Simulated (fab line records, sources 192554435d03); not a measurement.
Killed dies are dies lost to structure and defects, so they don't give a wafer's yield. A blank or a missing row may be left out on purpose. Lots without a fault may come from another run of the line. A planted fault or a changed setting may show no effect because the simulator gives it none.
Chamber matching | flow n5_finfet | N5_BEOL_M11_CURE_72 on uv_cure-01: 3 sister chambers
The step cures SiCOH lowk, time 120 s. 6 wafers are shown with their chamber, then 9 later ones without.

WAFERS WITH THEIR CHAMBER
wafer  | chamber | wafer_temp_C_max | lamp_power_pct (%)
L084.4 | 0       | 373.0            | 52.41
L084.6 | 0       | 372.8            | 52.22
L089.4 | 1       | 372.2            | 52.39
L089.5 | 1       | 371.4            | 52.36
L087.3 | 2       | 372.2            | 52.25
L087.4 | 2       | 372.2            | 52.32

WAFERS WITHOUT THEIR CHAMBER
wafer  | wafer_temp_C_max | lamp_power_pct (%)
L088.3 | 373.2            | 52.32
L088.4 | 372.6            | 52.30
L088.5 | 372.1            | 52.41
L096.1 | 372.8            | 52.36
L096.4 | 372.7            | 52.32
L096.6 | 373.2            | 52.34
L097.2 | 371.8            | 52.27
L097.5 | 372.3            | 52.38
L097.6 | 372.0            | 52.24

WHICH CHAMBER EACH WENT THROUGH
wafer  | from the rows above          | in truth
L088.3 | 0                            | 0
L088.4 | can't be placed: 0 or 2 or 1 | 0
L088.5 | can't be placed: 1 or 2 or 0 | 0
L096.1 | can't be placed: 0 or 2      | 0
L096.4 | can't be placed: 0 or 2      | 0
L096.6 | 0                            | 0
L097.2 | can't be placed: 2 or 1      | 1
L097.5 | can't be placed: 2 or 1 or 0 | 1
L097.6 | can't be placed: 2 or 1      | 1
Placed correctly: 2 of 9. Can't be placed from these rows: 7 (the true chamber is among the candidates in 7). Placed wrongly: 0.
How it was worked out, from the rows above alone: a wafer's distance from a chamber is the root of the sum, over the readings, of the square of ((its reading less the chamber's mean) divided by the reading's scatter). The wafer belongs to the nearest chamber; if the next one is less than 2 further off, it can't be placed. A chamber's mean is the mean of its shown wafers. The scatter: the root of (the sum of the squares of (reading less its chamber's mean) over the shown wafers, divided by (wafers less chambers)).
